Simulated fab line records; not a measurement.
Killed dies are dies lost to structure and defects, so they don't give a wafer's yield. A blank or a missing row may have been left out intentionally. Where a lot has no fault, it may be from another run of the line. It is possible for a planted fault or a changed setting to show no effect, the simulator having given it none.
Which tool was responsible?    flow n5Finfet    30 wafers from 10 lots sampled at 3 of the route's 1938 steps

== WHAT THE GAUGES SHOWED, per wafer ==
N5_BEOL_M10_CD_MEAS_35: target cd 70 nm.
lot   measured      on        cdNm (nm)
L916  day 10 22:35  cdSem-03  69.4 69.5 69.6
L917  day 10 22:52  cdSem-02  70.1 70.7 68.8
L918  day 11 13:11  cdSem-01  70.1 70.5 69.5
L919  day 11 14:20  cdSem-01  70.6 69.8 70.3
L920  day 11 19:49  cdSem-03  70.0 70.9 69.6
L921  day 11 19:59  cdSem-01  69.4 69.7 69.6
L931  day 14 05:22  cdSem-02  69.4 69.1 70.2
L932  day 14 19:20  cdSem-03  70.6 69.9 70.0
L934  day 15 06:25  cdSem-01  71.7 70.3 69.7
L937  day 16 03:51  cdSem-02  70.3 68.7 69.8

== WHAT TOOL EACH LOT RAN ON (gives the tool, then ch and the chambers of the sampled wafers, and finally the start) ==
lot   N5_BEOL_M10_PECVD_70             N5_BEOL_M10_ETCH_66
L916  pecvd-02 ch 0,1, day 10 15:40    rieDiel-01 ch 0,2,3, day 10 22:02
L917  pecvd-04 ch 0,1,2, day 10 16:24  rieDiel-05 ch 0,2, day 10 22:19
L918  pecvd-02 ch 0,1,2, day 11 08:41  rieDiel-01 ch 1,2,3, day 11 12:38
L919  pecvd-02 ch 1,2, day 11 08:53    rieDiel-05 ch 0,2,3, day 11 13:46
L920  pecvd-02 ch 1,2, day 11 16:31    rieDiel-01 ch 0,2,3, day 11 19:14
L921  pecvd-02 ch 0,2, day 11 16:34    rieDiel-05 ch 0,1,3, day 11 19:26
L931  pecvd-04 ch 0,1, day 14 00:41    rieDiel-05 ch 0,1,2, day 14 04:47
L932  pecvd-03 ch 0,1, day 14 15:35    rieDiel-03 ch 0,1, day 14 18:41
L934  pecvd-02 ch 0,1,2, day 15 03:14  rieDiel-03 ch 0,3, day 15 05:51
L937  pecvd-02 ch 0,1, day 15 22:36    rieDiel-03 ch 1,2, day 16 03:06
- N5_BEOL_M10_PECVD_70: deposits SiO2 from TEOS/O2, target thk 20 nm, time 22.7 s.
- N5_BEOL_M10_ETCH_66: etches SOC in N2/H2, target depth 120 nm, overetch 24 nm, time 180 s.

== THE ANSWER, worked out from the rows above alone ==
Rule: the lots themselves supply what counts as usual. The widest of any qualifying gaps counts: lots, ordered by their means at a reading, are off when they make up no more than a third of the lots, leave a main group of 4 or more, and stand apart from it by 3 or more times the standard deviation of that group's means. If all means in a main group match to the digits the tables above print for the reading, that group is not used. Also off: a lot with no number at a reading for which 4 or more lots have one. Any other lot the step has rows for is counted as sound.
Nothing can be told from this: no lot is off at any reading shown.

== WHAT THE SIMULATOR HAD PUT IN ==
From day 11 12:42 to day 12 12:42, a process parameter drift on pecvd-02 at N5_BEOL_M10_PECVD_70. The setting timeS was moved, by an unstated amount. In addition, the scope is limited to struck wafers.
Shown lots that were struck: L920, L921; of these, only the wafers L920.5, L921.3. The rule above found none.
